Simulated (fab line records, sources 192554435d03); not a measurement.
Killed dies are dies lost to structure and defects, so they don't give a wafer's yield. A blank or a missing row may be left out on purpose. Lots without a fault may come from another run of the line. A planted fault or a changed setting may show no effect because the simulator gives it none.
Chamber matching | flow n5_finfet | N5_BEOL_M5_DEP_56 on pecvd-03: 3 sister chambers
The step deposits SiCN from 3MS/NH3, target thk 8 nm, time 14 s. 20 wafers are shown with their chamber, then 10 later ones without.

WAFERS WITH THEIR CHAMBER
wafer  | chamber | throttle_valve_pct (%) | showerhead_plenum_p_Torr (Torr)
L074.3 | 1       | 9.6                    | 3.649
L074.4 | 1       | 9.6                    | 3.639
L074.6 | 2       | 8.0                    | 3.650
L076.1 | 0       | 11.2                   | 3.656
L076.4 | 1       | 9.3                    | 3.640
L076.6 | 0       | 11.1                   | 3.661
L079.1 | 0       | 11.2                   | 3.667
L079.4 | 2       | 8.0                    | 3.659
L079.6 | 1       | 9.5                    | 3.639
L078.2 | 0       | 11.2                   | 3.663
L078.3 | 2       | 8.0                    | 3.659
L078.6 | 0       | 11.3                   | 3.663
L081.3 | 1       | 9.4                    | 3.642
L081.5 | 2       | 8.2                    | 3.653
L081.6 | 1       | 9.3                    | 3.650
L091.1 | 1       | 9.4                    | 3.643
L091.2 | 2       | 8.4                    | 3.640
L091.4 | 1       | 9.3                    | 3.635
L096.3 | 1       | 9.1                    | 3.633
L096.5 | 2       | 8.3                    | 3.661

SIGNATURES (means of the wafers above)
reading                  | chamber 0 | chamber 1 | chamber 2 | scatter within a chamber
throttle_valve_pct       | 11.200    | 9.389     | 8.150     | 0.15
showerhead_plenum_p_Torr | 3.66200   | 3.64111   | 3.65367   | 0.00611
Rule: a wafer's distance from a chamber is the root of the sum, over the readings, of the square of ((its reading less the chamber's mean) divided by the reading's scatter). The wafer belongs to the nearest chamber; if the next one is less than 2 further off, it can't be placed. The scatter: the root of (the sum of the squares of (reading less its chamber's mean) over the shown wafers, divided by (wafers less chambers)).

WAFERS WITHOUT THEIR CHAMBER
wafer  | throttle_valve_pct (%) | showerhead_plenum_p_Torr (Torr)
L096.6 | 9.4                    | 3.640
L095.1 | 8.2                    | 3.660
L095.2 | 11.0                   | 3.658
L095.3 | 8.3                    | 3.655
L095.4 | 10.8                   | 3.659
L095.5 | 8.0                    | 3.658
L095.6 | 11.0                   | 3.664
L097.2 | 8.2                    | 3.643
L097.3 | 11.0                   | 3.653
L097.5 | 8.4                    | 3.653

WHICH CHAMBER EACH WENT THROUGH
wafer  | from the rows above | in truth
L096.6 | 1                   | 1
L095.1 | 2                   | 2
L095.2 | 0                   | 0
L095.3 | 2                   | 2
L095.4 | 0                   | 0
L095.5 | 2                   | 2
L095.6 | 0                   | 0
L097.2 | 2                   | 2
L097.3 | 0                   | 0
L097.5 | 2                   | 2
Placed correctly: 10 of 10. Can't be placed from these rows: 0. Placed wrongly: 0.
